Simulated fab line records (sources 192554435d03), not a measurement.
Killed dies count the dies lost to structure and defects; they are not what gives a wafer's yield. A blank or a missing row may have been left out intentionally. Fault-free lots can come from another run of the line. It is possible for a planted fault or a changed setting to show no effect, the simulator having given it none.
Lot-split experiment ; flow n5_finfet ; 7 lots, 39 wafers read, on a route of 1938 steps

== ABOUT THE SPLIT ==
At N5_BEOL_M8_PECVD_70 (deposits SiO2 from TEOS/O2, target thk 20 nm, time 22.7 s), the setting time_s was moved away from the recipe's 22.7 s on 12 of the 39 wafers read, by -44.8% to +37.1%. All remaining wafers had this setting at the recipe value.

The split's own step is where the reading is taken.

== THE READING ==
SiO2_of_BEOL_M8_PECVD_70.thk_nm (the simulator's own value, which no gauge read), in nm, at N5_BEOL_M8_PECVD_70 (deposits SiO2 from TEOS/O2, target thk 20 nm, time 22.7 s). The file does not state a usual value for it. The 27 wafers here that ran the recipe average 19.8 nm, standard deviation 0.31 nm.

wafer;tool, chamber at the split;time_s as run, s;against the recipe;SiO2_of_BEOL_M8_PECVD_70.thk_nm, nm;against lot-mates on the recipe
L074.1;pecvd-03, 0;22.7;recipe;20;-
L074.2;pecvd-03, 1,0;12.53;-44.8%;11.4;-8.9
L074.5;pecvd-03, 1,0;12.53;-44.8%;11.4;-8.9
L074.3;pecvd-03, 1;12.53;-44.8%;11.6;-8.7
L074.4;pecvd-03, 0;22.7;recipe;20.2;-
L074.6;pecvd-03, 1;22.7;recipe;20.6;-
L075.1;pecvd-01, 2;22.7;recipe;19.4;-
L075.2;pecvd-01, 0;22.7;recipe;19.6;-
L075.3;pecvd-01, 1;22.7;recipe;20;-
L075.4;pecvd-01, 0,1;31.13;+37.1%;27.2;+7.5
L075.6;pecvd-01, 0,1;31.13;+37.1%;27.2;+7.5
L075.5;pecvd-01, 2;31.13;+37.1%;27;+7.3
L083.1;pecvd-01, 0;22.7;recipe;19.6;-
L083.2;pecvd-01, 1,2;16.4;-27.8%;14.4;-5.3
L083.3;pecvd-01, 1,2;16.4;-27.8%;14.4;-5.3
L083.4;pecvd-01, 2,0;22.7;recipe;19.8;-
L083.5;pecvd-01, 2,0;22.7;recipe;19.8;-
L083.6;pecvd-01, 1;16.4;-27.8%;14.8;-4.9
L084.2;pecvd-04, 0;22.7;recipe;20;-
L084.3;pecvd-04, 2;22.7;recipe;19.8;-
L084.6;pecvd-04, 0;22.7;recipe;20.2;-
L087.1;pecvd-01, 2,0;22.7;recipe;19.4;-
L087.3;pecvd-01, 2,0;22.7;recipe;19.4;-
L087.2;pecvd-01, 1,0;22.7;recipe;19.8;-
L087.5;pecvd-01, 1,0;22.7;recipe;19.8;-
L087.4;pecvd-01, 1;22.7;recipe;20;-
L087.6;pecvd-01, 2;22.7;recipe;20.2;-
L096.1;pecvd-01, 0,2;22.7;recipe;19.4;-
L096.2;pecvd-01, 0,2;22.7;recipe;19.4;-
L096.3;pecvd-01, 1;28.26;+24.5%;24.4;+4.9
L096.4;pecvd-01, 1,2;28.26;+24.5%;24.6;+5.1
L096.6;pecvd-01, 1,2;28.26;+24.5%;24.6;+5.1
L096.5;pecvd-01, 0;22.7;recipe;19.8;-
L097.1;pecvd-01, 1;22.7;recipe;20;-
L097.2;pecvd-01, 0;22.7;recipe;19.4;-
L097.3;pecvd-01, 2,0;22.7;recipe;19.8;-
L097.5;pecvd-01, 2,0;22.7;recipe;19.8;-
L097.4;pecvd-01, 1,2;22.7;recipe;20.2;-
L097.6;pecvd-01, 1,2;22.7;recipe;20.2;-
Where a row lists several chambers, the file gives one row for several wafers and doesn't say which wafer went through which chamber.

THE FIT
A straight line over all 39 wafers: SiO2_of_BEOL_M8_PECVD_70.thk_nm changes by +0.191 nm for each +1% of time_s; r = +1.00; the points scatter about the line by 0.29 nm.
The same after taking each lot's own level away (the mean of its wafers on the recipe; 39 wafers): +0.197 nm for each +1%; r = +1.00; scatter 0.23 nm.
On that fit, the largest move of time_s shifts the reading by 8.8 nm.
The span of the lots' own levels, 19.53 to 20.27 nm, comes to 2.3 times the standard deviation stated above.
The two slopes are in agreement: the lot-to-lot level therefore moves the slope only a little.
Check: for one of the wafers moved furthest among these (-44.8%), held out of the fit, the line's prediction against its lot-mates is -8.78 nm. It came out at -8.87 nm against them.

== THE FILE'S OWN FIT ==
SiO2_of_BEOL_M8_PECVD_70.thk_nm changes by +0.197 nm for each +1% of time_s, r = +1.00.
